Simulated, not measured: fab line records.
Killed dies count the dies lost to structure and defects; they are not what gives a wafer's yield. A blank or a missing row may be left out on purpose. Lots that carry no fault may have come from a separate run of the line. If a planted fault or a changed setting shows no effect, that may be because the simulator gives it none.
fab line records	flow nandHarc	part 2 of 2: steps 31 to 36 of 36
record: lots: 5	wafers: 15	lastDay: 24
route steps=1159 shown A_M0@1008 A_M1@1026
lots with no fault: from the same line, run without faults
startH: the number of hours between the record's first day and the start of the first shown wafer of the lot	waitH: time in hours since the lot's previous step	" the same as in the row above	L1.1+2: several wafers, shown together as one row	- either no value or no given start	* or withheld: withheld	< > ~ a bound
route shown NAME@n: NAME is a module with steps in the file, n the number in the route of the first one	usual: mean/standard deviation of fault-free wafers	same: alike in all rows	chamber/n: place in a boat	sites: readings site by site	_std_site: how widely they spread, as a standard deviation	_edge_site: outer sites' mean less inner sites'	radiusMm: for every site, how far away it sits from the centre of the wafer	mask NAME#n: copy n	behind: tool/chamber where the wafer was last shaped	hold: why the lot went on hold/how many hours it stayed there/how the hold came to an end	device: the transistor (n, p or np) that didn't switch	end of line: tests of these same wafers at the route's end	a step with no rows: only its recipe	killed: dies lost to structure and defects at the first sort, not the wafer's yield	map: a wafer's dies, x killed, . not, _ none there
set.NAME: the setting the step ran with; set.NAME@STEP: the setting that earlier step ran with	model.NAME: the simulator's own value behind a step, which no gauge read
lots at some steps of the route; a table a step, a row a wafer
services: a tool's chamber out of use, with start hour (startH, from the record's first day; less than 0 if before it), hours out, and reason
== steps ==
step: NHARC_A_M1_DESCUM_14
recipe: timeS: 3	o2FlowSccm: 200	arFlowSccm: 0	biasPowerW: 0	chemistry: O2
usual: drypumpMotorCurrentA: 5.8/0.38	oesProductAu: 1.002/0.0092	rfVppV: 57.8/0.82	showerheadPlenumPTorr: 1.88/0.073	throttleValvePct: 11.311/0.0091
lot.wafer	tool	chamber	startH	waitH	drypumpMotorCurrentA	oesProductAu	rfHoursCounterH	rfVppV	showerheadPlenumPTorr	throttleValvePct
L081.4	rieDiel-09	2	443.21	0.1	5.8	1.005	0	57.5	1.86	11.299
L081.2	"	0	"	"	5.7	1.002	0	57.5	1.82	11.301
L081.1	"	1	"	"	5.2	1.012	0	58.3	2.05	11.318
L082.2	rieDiel-08	1	453.40	0.1	6.1	1.012	11	57.6	1.81	11.294
L082.3	"	3	"	"	5.4	0.998	12	56.7	1.91	11.316
L082.6	"	1	"	"	6.1	1.004	-	57.8	1.81	11.316
L085.4	rieDiel-13	0	474.68	0.1	6.1	1.027	0	56.8	1.84	11.309
L085.1	"	1	"	"	6.0	1.002	0	57.2	1.94	11.304
L085.6	"	0	"	"	6.1	1.017	-	56.7	1.84	11.301
L088.2	rieDiel-08	0	498.57	0.1	5.6	1.000	1	57.7	1.81	11.294
L088.4	"	1	"	"	6.1	0.993	1	56.9	1.81	11.299
L088.1	"	3	"	"	5.4	0.981	1	58.0	1.90	11.313
L096.3	rieDiel-13	0	537.80	0.1	6.1	1.007	2	58.9	1.84	11.302
L096.2	"	1	"	"	6.0	1.000	1	58.8	1.94	11.326
L096.4	"	3	"	"	6.6	0.998	2	57.1	1.95	11.316
step: NHARC_A_M1_ETCH_35
recipe: targetDepthA: 400	overetchA: 120	timeS: 43.94	ionEnergyEv: 200	n2FlowSccm: 150	h2FlowSccm: 150	arFlowSccm: 0	rfW: 400	biasW: 150	chemistry: N2/H2
usual: drypumpMotorCurrentA: 5.8/0.35	oesProductAu: 1.002/0.0099	rfVppV: 429.3/2.3	showerheadPlenumPTorr: 2.00/0.078	throttleValvePct: 14.172/0.0096
lot.wafer	tool	chamber	startH	waitH	drypumpMotorCurrentA	oesProductAu	rfHoursCounterH	rfVppV	showerheadPlenumPTorr	throttleValvePct
L081.1	rieDiel-09	2	443.34	0.1	5.7	1.008	0	429.0	1.98	14.158
L081.4	"	0	"	"	5.7	1.001	0	426.7	1.94	14.160
L081.2	"	1	"	"	5.2	1.008	0	435.7	2.19	14.184
L082.2	rieDiel-08	0	453.47	0.1	5.6	1.000	12	426.9	1.92	14.175
L082.3	"	1	"	"	6.1	1.006	11	427.4	1.92	14.178
L082.6	"	1	"	"	6.1	1.015	-	426.9	1.92	14.168
L085.4	rieDiel-13	2	474.77	0.1	5.9	1.016	0	427.2	1.93	14.175
L085.1	"	3	"	"	6.6	1.012	0	430.5	2.08	14.184
L085.6	"	0	"	"	6.1	1.022	-	427.9	1.96	14.181
L088.2	rieDiel-08	0	498.66	0.1	5.6	1.004	1	427.1	1.92	14.174
L088.4	"	1	"	"	6.1	1.005	1	426.9	1.92	14.202
L088.1	"	3	"	"	5.4	0.982	1	429.0	2.03	14.185
L096.3	rieDiel-13	1	537.89	0.1	6.0	0.991	2	432.2	2.06	14.182
L096.4	"	2	"	"	6.0	1.010	1	428.0	1.93	14.163
L096.2	"	3	"	"	6.6	1.006	2	432.0	2.08	14.182
step: NHARC_A_M1_ETCH_15
recipe: targetDepthA: 1825	timeS: 91.2	c4f8FlowSccm: withheld	arFlowSccm: 400	rfW: 600	biasW: 300	chemistry: C4F8/Ar
usual: oesProductAu: 0.952/0.022	rfVppV: 439.6/2.3
lot.wafer	tool	chamber	startH	waitH	oesProductAu	rfHoursCounterH	rfVppV
L081.2	rieDiel-09	3	-	-	0.932	0	442.9
L081.4	"	0	"	"	0.956	0	437.5
L081.1	"	1	"	"	0.976	0	444.5
L082.2	rieDiel-08	2	-	-	0.957	11	439.7
L082.3	"	0	"	"	0.964	12	436.8
L082.6	"	2	"	"	0.962	-	438.2
L085.1	rieDiel-13	0	-	-	0.974	0	437.8
L085.4	"	2	"	"	0.990	0	437.5
L085.6	"	0	"	"	0.974	-	438.2
L088.4	rieDiel-08	0	-	-	0.969	1	436.9
L088.1	"	1	"	"	0.967	1	438.2
L088.2	"	3	"	"	0.969	1	440.1
L096.4	rieDiel-13	3	-	-	0.960	2	441.6
L096.3	"	1	"	"	0.945	2	441.0
L096.2	"	2	"	"	0.962	1	438.0
step: NHARC_A_M1_CD_MEAS_16
usual: cdNm: 120.2/0.76
lot.wafer	tool	chamber	startH	waitH	cdNm
L081.1	cdSem-01	-	443.56	-	119.9
L081.2	"	-	"	"	120.9
L081.4	"	-	"	"	120.4
L082.2	cdSem-02	-	453.70	-	120.2
L082.3	"	-	"	"	120.8
L082.6	"	-	"	"	120.7
L085.1	cdSem-02	-	474.98	-	120.1
L085.4	"	-	"	"	120.4
L085.6	"	-	"	"	120.5
L088.1	cdSem-03	-	498.88	-	120.0
L088.2	"	-	"	"	120.6
L088.4	"	-	"	"	120.4
L096.2	cdSem-01	-	538.10	-	118.7
L096.3	"	-	"	"	118.0
L096.4	"	-	"	"	120.6
step: NHARC_A_M1_STRIP_18
recipe: powerW: 1000	n2FlowSccm: 150	h2FlowSccm: 150	arFlowSccm: 0	biasW: 0	chemistry: N2/H2
usual: drypumpMotorCurrentA: 5.9/0.42	oesProductAu: 0.999/0.0091	rfVppV: 90.4/0.92	showerheadPlenumPTorr: 2.02/0.085	throttleValvePct: 14.172/0.0093
lot.wafer	tool	chamber	startH	waitH	drypumpMotorCurrentA	oesProductAu	rfHoursCounterH	rfVppV	showerheadPlenumPTorr	throttleValvePct
L081.1	rieDiel-13	1	443.66	0.1	6.0	0.996	4	89.6	2.06	14.187
L081.2	"	2	"	"	5.9	1.009	4	89.7	1.93	14.161
L081.4	"	3	"	"	6.6	0.996	4	90.7	2.08	14.170
L082.3	rieDiel-08	0	453.82	0.1	5.6	1.000	12	89.2	1.92	14.190
L082.2	"	1	"	"	6.1	1.016	11	90.0	1.92	14.175
L082.6	"	3	"	"	5.4	1.000	-	90.2	2.03	14.165
L085.1	rieDiel-08	2	475.05	0.1	5.5	0.995	13	89.9	1.96	14.178
L085.4	"	3	"	"	5.4	0.994	14	89.1	2.03	14.167
L085.6	"	2	"	"	5.5	0.990	-	89.4	1.96	14.173
L088.1	rieDiel-13	2	498.95	0.1	5.9	1.010	1	89.7	1.93	14.177
L088.2	"	3	"	"	6.6	1.007	1	89.7	2.08	14.160
L088.4	"	0	"	"	6.1	1.009	1	90.2	1.96	14.172
L096.3	rieDiel-13	3	538.20	0.1	6.6	1.008	2	91.2	2.08	14.153
L096.4	"	0	"	"	6.1	0.998	2	90.2	1.96	14.181
L096.2	"	1	"	"	5.9	0.994	2	89.9	2.06	14.178
step: NHARC_A_M1_ETCH_28
recipe: targetDepthA: 300	overEtchFrac: 0.3	timeS: 72.99	ionEnergyEv: 150	cf4FlowSccm: 50	n2FlowSccm: 100	arFlowSccm: 150	rfW: 300	biasW: 100	chemistry: CF4/N2
usual: drypumpMotorCurrentA: 5.9/0.41	oesProductAu: 1.000/0.0094	rfVppV: 313.7/1.8	showerheadPlenumPTorr: 2.60/0.099	throttleValvePct: 19.794/0.0091
lot.wafer	tool	chamber	startH	waitH	drypumpMotorCurrentA	oesProductAu	rfHoursCounterH	rfVppV	showerheadPlenumPTorr	throttleValvePct
L081.2	rieDiel-13	3	-	-	6.6	1.005	4	316.0	2.67	19.797
L081.1	"	0	"	"	6.1	0.993	4	313.2	2.53	19.783
L081.4	"	1	"	"	6.0	1.001	4	314.7	2.66	19.791
L082.2	rieDiel-08	2	-	-	5.5	0.998	11	313.4	2.54	19.799
L082.3	"	0	"	"	5.6	1.000	12	311.2	2.49	19.799
L082.6	"	3	"	"	5.4	1.008	-	314.0	2.62	19.778
L085.1	rieDiel-08	3	-	-	5.4	0.999	14	315.2	2.62	19.807
L085.4	"	1	"	"	6.1	0.998	14	312.0	2.49	19.804
L085.6	"	2	"	"	5.5	0.988	-	312.8	2.53	19.798
L088.4	rieDiel-13	2	-	-	5.9	1.010	1	311.1	2.49	19.803
L088.2	"	3	"	"	6.6	1.011	1	314.5	2.67	19.808
L088.1	"	1	"	"	6.0	0.997	1	314.6	2.66	19.796
L096.2	rieDiel-13	2	-	-	5.9	1.008	2	311.2	2.49	19.794
L096.4	"	3	"	"	6.6	0.998	2	314.3	2.67	19.759
L096.3	"	0	"	"	6.1	1.001	2	312.2	2.53	19.775
== services ==
tool	chamber	startH	hours	kind
pecvd-01	-	418.40	13.0	pm
pvdSputter-02	-	420.11	0.6	repair
rieDiel-05	0	429.66	2.4	repair
pecvd-01	2	435.20	15.0	repair
lithoTrack-01	-	443.00	7.0	pm
pvdSputter-02	-	446.17	0.8	repair
rieDiel-08	1	448.29	1.4	repair
rieDiel-13	-	453.00	9.0	pm
pvdSputter-03	-	458.00	10.0	pm
lithoTrack-06	-	467.00	7.0	pm
pvdSputter-02	-	467.44	6.9	repair
rieDiel-08	0	476.64	8.5	repair
rieDiel-08	-	479.07	9.0	pm
arfiScanner-03	-	484.00	4.0	pm
rieDiel-12	2	487.17	6.4	repair
arfiScanner-03	-	488.92	6.2	repair
lithoTrack-04	-	491.00	7.0	pm
rieDiel-01	-	491.84	9.0	pm
pecvd-01	-	494.06	0.3	repair
pecvd-01	-	505.20	1.4	repair
pvdSputter-02	-	507.50	2.0	repair
rieDiel-05	-	517.72	9.0	pm
pvdSputter-01	-	521.16	2.6	repair
rieDiel-12	2	522.60	8.2	repair
